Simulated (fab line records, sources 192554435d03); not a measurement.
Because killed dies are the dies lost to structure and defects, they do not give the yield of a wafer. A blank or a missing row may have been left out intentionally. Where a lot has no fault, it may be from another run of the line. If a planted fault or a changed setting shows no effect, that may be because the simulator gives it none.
Matching of chambers || flow n5 finfet || N5_BEOL_M3_VIA_ETCH_34 on rie diel-03: 4 sister chambers
The step etches the open film in C4F6/O2, target depth 69.4 nm, time 65.9 s. 4 wafers are shown with their chamber, then 9 later ones without.

WAFERS, EACH WITH ITS CHAMBER
{"wafer": "L082.2", "chamber": 0, "throttle valve pct (%)": 31.30}
{"wafer": "L089.4", "chamber": 3, "throttle valve pct (%)": 31.01}
{"wafer": "L089.5", "chamber": 1, "throttle valve pct (%)": 30.82}
{"wafer": "L089.6", "chamber": 2, "throttle valve pct (%)": 30.59}

WAFERS WITH NO CHAMBER GIVEN
{"wafer": "L090.1", "throttle valve pct (%)": 31.34}
{"wafer": "L090.2", "throttle valve pct (%)": 30.80}
{"wafer": "L090.3", "throttle valve pct (%)": 30.99}
{"wafer": "L094.2", "throttle valve pct (%)": 31.34}
{"wafer": "L094.3", "throttle valve pct (%)": 31.02}
{"wafer": "L094.6", "throttle valve pct (%)": 30.83}
{"wafer": "L097.2", "throttle valve pct (%)": 30.58}
{"wafer": "L097.3", "throttle valve pct (%)": 31.35}
{"wafer": "L097.5", "throttle valve pct (%)": 31.02}

WHICH CHAMBER EACH WENT THROUGH
{"wafer": "L090.1", "from the rows above": 0, "in truth": 0}
{"wafer": "L090.2", "from the rows above": 1, "in truth": 1}
{"wafer": "L090.3", "from the rows above": 3, "in truth": 3}
{"wafer": "L094.2", "from the rows above": 0, "in truth": 0}
{"wafer": "L094.3", "from the rows above": 3, "in truth": 3}
{"wafer": "L094.6", "from the rows above": 1, "in truth": 1}
{"wafer": "L097.2", "from the rows above": 2, "in truth": 2}
{"wafer": "L097.3", "from the rows above": 0, "in truth": 0}
{"wafer": "L097.5", "from the rows above": 3, "in truth": 3}
Placed correctly: 9 of 9. Can't be placed from these rows: 0. Placed wrongly: 0.
How it was worked out, from the rows above alone: a wafer's distance from a chamber is the root of the sum, over the readings, of the square of ((its reading less the chamber's mean) divided by the reading's scatter). If the next closest chamber is less than 2 further off than the closest, the wafer can't be placed; otherwise it belongs to the closest. The mean given for a chamber averages the wafers shown for that chamber. The scatter (one wafer shown for each chamber): square how far every hidden wafer sits from the nearest shown wafer, average those squares and take the square root.
